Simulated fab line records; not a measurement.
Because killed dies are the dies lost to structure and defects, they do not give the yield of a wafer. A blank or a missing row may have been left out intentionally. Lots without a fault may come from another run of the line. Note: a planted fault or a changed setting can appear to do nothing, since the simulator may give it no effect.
Which tool is to blame? :: flow nand_harc :: Sampling: 13 lots, 39 wafers, 6 of 1302 route steps

WHAT THE GAUGES READ, wafer by wafer
NHARC_P_GATE_INSPECT_68. Usual: raw_defect_count reads 206 (standard deviation 68).
lot: L279
measured: day 6 03:55
on: defect_inspect-02
raw_defect_count: 283 177 130
flag: 

lot: L278
measured: day 6 04:47
on: defect_inspect-01
raw_defect_count: 178 179 202
flag: 

lot: L281
measured: day 7 12:05
on: defect_inspect-01
raw_defect_count: 242 197 130
flag: 

lot: L282
measured: day 7 14:13
on: defect_inspect-01
raw_defect_count: 217 221 267
flag: 

lot: L285
measured: day 8 13:35
on: defect_inspect-02
raw_defect_count: 234 285 281
flag: 

lot: L292
measured: day 11 21:59
on: defect_inspect-02
raw_defect_count: 189 231 967
flag: OFF

lot: L294
measured: day 12 18:34
on: defect_inspect-02
raw_defect_count: 207 273 139
flag: 

lot: L295
measured: day 13 08:13
on: defect_inspect-01
raw_defect_count: 195 217 139
flag: 

lot: L296
measured: day 13 16:43
on: defect_inspect-02
raw_defect_count: 177 118 124
flag: 

lot: L298
measured: day 14 03:09
on: defect_inspect-02
raw_defect_count: 283 132 305
flag: 

lot: L299
measured: day 14 14:51
on: defect_inspect-01
raw_defect_count: 123 91 325
flag: 

lot: L300
measured: day 15 00:20
on: defect_inspect-01
raw_defect_count: 219 269 165
flag: 

lot: L301
measured: day 15 05:13
on: defect_inspect-02
raw_defect_count: 172 212 255
flag: 

NHARC_P_CONTACT_CD_MEAS_12: the cd target is 90 nm. Usual: cd_nm reads 90.1 nm (standard deviation 0.92).
lot: L279
measured: day 6 05:31
on: cd_sem-02
cd_nm (nm): 89.9 89.6 90.0
flag: 

lot: L278
measured: day 6 06:23
on: cd_sem-02
cd_nm (nm): 90.6 91.8 91.2
flag: 

lot: L281
measured: day 7 13:35
on: cd_sem-02
cd_nm (nm): 89.8 89.1 89.9
flag: 

lot: L282
measured: day 7 15:50
on: cd_sem-03
cd_nm (nm): 90.4 92.2 90.4
flag: 

lot: L285
measured: day 8 15:11
on: cd_sem-02
cd_nm (nm): 90.3 90.9 90.1
flag: 

lot: L292
measured: day 11 23:36
on: cd_sem-02
cd_nm (nm): 89.3 89.8 89.4
flag: 

lot: L294
measured: day 12 20:04
on: cd_sem-02
cd_nm (nm): 88.7 88.5 88.6
flag: 

lot: L295
measured: day 13 09:49
on: cd_sem-02
cd_nm (nm): 89.4 89.4 89.9
flag: 

lot: L296
measured: day 13 18:19
on: cd_sem-03
cd_nm (nm): 89.6 89.4 90.8
flag: 

lot: L298
measured: day 14 04:37
on: cd_sem-01
cd_nm (nm): 91.7 90.5 90.9
flag: 

lot: L299
measured: day 14 16:28
on: cd_sem-01
cd_nm (nm): 91.1 90.6 90.5
flag: 

lot: L300
measured: day 15 01:50
on: cd_sem-02
cd_nm (nm): 89.9 88.5 89.4
flag: 

lot: L301
measured: day 15 06:44
on: cd_sem-01
cd_nm (nm): 90.0 89.1 89.7
flag: 

NHARC_END_SORT_01. Usual: killed_at_array 59, standard deviation 16; killed_at_other 0.7, standard deviation 1.1; killed_at_periphery 4, standard deviation 3; killed_dies 64, standard deviation 16; killed_open 3.4, standard deviation 1.8; killed_short 2.6, standard deviation 1.7.
lot: L292
measured: day 30 09:02
on: prober-02
killed_at_array: 60 47 61
killed_at_other: 0 0 2
killed_at_periphery: 6 5 43
killed_dies: 66 52 106
killed_open: 5 4 2
killed_short: 3 2 2
flag: OFF

WHICH TOOL RAN EACH LOT (tool, then ch and the chambers of the sampled wafers, then the start)
lot: L279
NHARC_P_GATE_STRIP_111: plasma_asher-02 ch 0,1, day 5 22:09
NHARC_P_GATE_STRIP_76: plasma_asher-02 ch 0,1, day 6 00:02
NHARC_P_GATE_SPUTTER_79: pvd_sputter-03, day 6 03:08

lot: L278
NHARC_P_GATE_STRIP_111: plasma_asher-01 ch 0,1, day 5 22:44
NHARC_P_GATE_STRIP_76: plasma_asher-01 ch 0,1, day 6 00:41
NHARC_P_GATE_SPUTTER_79: pvd_sputter-01, day 6 04:01

lot: L281
NHARC_P_GATE_STRIP_111: plasma_asher-02 ch 0,1, day 7 05:52
NHARC_P_GATE_STRIP_76: plasma_asher-02 ch 0,1, day 7 07:55
NHARC_P_GATE_SPUTTER_79: pvd_sputter-01, day 7 11:19

lot: L282
NHARC_P_GATE_STRIP_111: plasma_asher-01 ch 0,1, day 7 08:16
NHARC_P_GATE_STRIP_76: plasma_asher-01 ch 0, day 7 10:10
NHARC_P_GATE_SPUTTER_79: pvd_sputter-03, day 7 13:28

lot: L285
NHARC_P_GATE_STRIP_111: plasma_asher-02 ch 0,1, day 8 07:44
NHARC_P_GATE_STRIP_76: plasma_asher-01 ch 0,1, day 8 09:42
NHARC_P_GATE_SPUTTER_79: pvd_sputter-02, day 8 12:47

lot: L292
NHARC_P_GATE_STRIP_111: plasma_asher-01 ch 0,1, day 11 15:57
NHARC_P_GATE_STRIP_76: plasma_asher-01 ch 0,1, day 11 17:59
NHARC_P_GATE_SPUTTER_79: pvd_sputter-01, day 11 21:13

lot: L294
NHARC_P_GATE_STRIP_111: plasma_asher-02 ch 0,1, day 12 12:41
NHARC_P_GATE_STRIP_76: plasma_asher-02 ch 0,1, day 12 14:34
NHARC_P_GATE_SPUTTER_79: pvd_sputter-02, day 12 17:47

lot: L295
NHARC_P_GATE_STRIP_111: plasma_asher-01 ch 0,1, day 13 02:30
NHARC_P_GATE_STRIP_76: plasma_asher-02 ch 0,1, day 13 04:20
NHARC_P_GATE_SPUTTER_79: pvd_sputter-02, day 13 07:26

lot: L296
NHARC_P_GATE_STRIP_111: plasma_asher-02 ch 0,1, day 13 10:49
NHARC_P_GATE_STRIP_76: plasma_asher-02 ch 0,1, day 13 12:50
NHARC_P_GATE_SPUTTER_79: pvd_sputter-02, day 13 15:56

lot: L298
NHARC_P_GATE_STRIP_111: plasma_asher-02 ch 0,1, day 13 21:14
NHARC_P_GATE_STRIP_76: plasma_asher-02 ch 0,1, day 13 23:08
NHARC_P_GATE_SPUTTER_79: pvd_sputter-03, day 14 02:20

lot: L299
NHARC_P_GATE_STRIP_111: plasma_asher-01 ch 0,1, day 14 08:56
NHARC_P_GATE_STRIP_76: plasma_asher-02 ch 0,1, day 14 10:50
NHARC_P_GATE_SPUTTER_79: pvd_sputter-02, day 14 14:05

lot: L300
NHARC_P_GATE_STRIP_111: plasma_asher-02 ch 0,1, day 14 18:20
NHARC_P_GATE_STRIP_76: plasma_asher-02 ch 0,1, day 14 20:20
NHARC_P_GATE_SPUTTER_79: pvd_sputter-03, day 14 23:32

lot: L301
NHARC_P_GATE_STRIP_111: plasma_asher-02 ch 0, day 14 23:20
NHARC_P_GATE_STRIP_76: plasma_asher-01 ch 0,1, day 15 01:22
NHARC_P_GATE_SPUTTER_79: pvd_sputter-01, day 15 04:27
- NHARC_P_GATE_STRIP_111: strips in N2/H2, time 250 s.
- NHARC_P_GATE_STRIP_76: strips in O2.
- NHARC_P_GATE_SPUTTER_79: material TiN, target thk 10 nm.

WHAT THE TOOLS THEMSELVES READ (means of the sampled wafers that have a number; where no wafer has one, the mark that the record gives instead)
NHARC_P_GATE_STRIP_111. Usual: drypump_motor_current_A 5.7 A, standard deviation 0.37; heater_power_w 87 W, standard deviation 9.5.
lot: L279
tool: plasma_asher-02
drypump_motor_current_A (A): 5.5
heater_power_w (W): 80
flag: 

lot: L278
tool: plasma_asher-01
drypump_motor_current_A (A): 5.6
heater_power_w (W): 99
flag: 

lot: L281
tool: plasma_asher-02
drypump_motor_current_A (A): 5.5
heater_power_w (W): 80
flag: 

lot: L282
tool: plasma_asher-01
drypump_motor_current_A (A): 5.8
heater_power_w (W): 94
flag: 

lot: L285
tool: plasma_asher-02
drypump_motor_current_A (A): 5.8
heater_power_w (W): 79
flag: 

lot: L292
tool: plasma_asher-01
drypump_motor_current_A (A): 5.6
heater_power_w (W): 100
flag: 

lot: L294
tool: plasma_asher-02
drypump_motor_current_A (A): 5.5
heater_power_w (W): 80
flag: 

lot: L295
tool: plasma_asher-01
drypump_motor_current_A (A): 5.6
heater_power_w (W): 101
flag: 

lot: L296
tool: plasma_asher-02
drypump_motor_current_A (A): 5.7
heater_power_w (W): 82
flag: 

lot: L298
tool: plasma_asher-02
drypump_motor_current_A (A): 5.5
heater_power_w (W): 78
flag: 

lot: L299
tool: plasma_asher-01
drypump_motor_current_A (A): 5.9
heater_power_w (W): 97
flag: 

lot: L300
tool: plasma_asher-02
drypump_motor_current_A (A): 5.7
heater_power_w (W): 82
flag: 

lot: L301
tool: plasma_asher-02
drypump_motor_current_A (A): 6.0
heater_power_w (W): 82
flag: 

NHARC_P_GATE_STRIP_76. Usual: drypump_motor_current_A 5.7 A, standard deviation 0.37; heater_power_w 327 W, standard deviation 37.
lot: L279
tool: plasma_asher-02
drypump_motor_current_A (A): 5.5
heater_power_w (W): 296
flag: 

lot: L278
tool: plasma_asher-01
drypump_motor_current_A (A): 5.6
heater_power_w (W): 371
flag: 

lot: L281
tool: plasma_asher-02
drypump_motor_current_A (A): 5.5
heater_power_w (W): 297
flag: 

lot: L282
tool: plasma_asher-01
drypump_motor_current_A (A): 5.3
heater_power_w (W): 387
flag: 

lot: L285
tool: plasma_asher-01
drypump_motor_current_A (A): 5.8
heater_power_w (W): 363
flag: 

lot: L292
tool: plasma_asher-01
drypump_motor_current_A (A): 5.9
heater_power_w (W): 357
flag: 

lot: L294
tool: plasma_asher-02
drypump_motor_current_A (A): 5.7
heater_power_w (W): 305
flag: 

lot: L295
tool: plasma_asher-02
drypump_motor_current_A (A): 5.7
heater_power_w (W): 300
flag: 

lot: L296
tool: plasma_asher-02
drypump_motor_current_A (A): 5.5
heater_power_w (W): 295
flag: 

lot: L298
tool: plasma_asher-02
drypump_motor_current_A (A): 5.8
heater_power_w (W): 304
flag: 

lot: L299
tool: plasma_asher-02
drypump_motor_current_A (A): 5.5
heater_power_w (W): 296
flag: 

lot: L300
tool: plasma_asher-02
drypump_motor_current_A (A): 5.5
heater_power_w (W): 295
flag: 

lot: L301
tool: plasma_asher-01
drypump_motor_current_A (A): 5.6
heater_power_w (W): 380
flag: 

THE ANSWER, worked out from the rows above alone
Rule: a lot is off if the mean of its wafers that have a number lies more than 3 standard deviations from the usual mean. A lot without any number at a reading at which 4 lots or more have one is off too. Any other lot the step has rows for is counted as sound. The gauges are gone through in route order, then the tools' own readings, and for those a lot's mean is taken as printed above. The first step at which some lot is off is used, and at that step the reading that is off furthest; a lot without a number counts as furthest.
Off: L292, at NHARC_P_GATE_INSPECT_68 (raw_defect_count).
If a tool, at a process step before that reading, ran all the lots that are off and no sound lot after the first of them, it fits. The gauges at NHARC_P_GATE_INSPECT_68 aren't tried: what is off there is off at NHARC_END_SORT_01 too, on other tools, and a gauge's error can't cause that. No candidate that was tried fits.

WHAT THE SIMULATOR HAD PUT IN
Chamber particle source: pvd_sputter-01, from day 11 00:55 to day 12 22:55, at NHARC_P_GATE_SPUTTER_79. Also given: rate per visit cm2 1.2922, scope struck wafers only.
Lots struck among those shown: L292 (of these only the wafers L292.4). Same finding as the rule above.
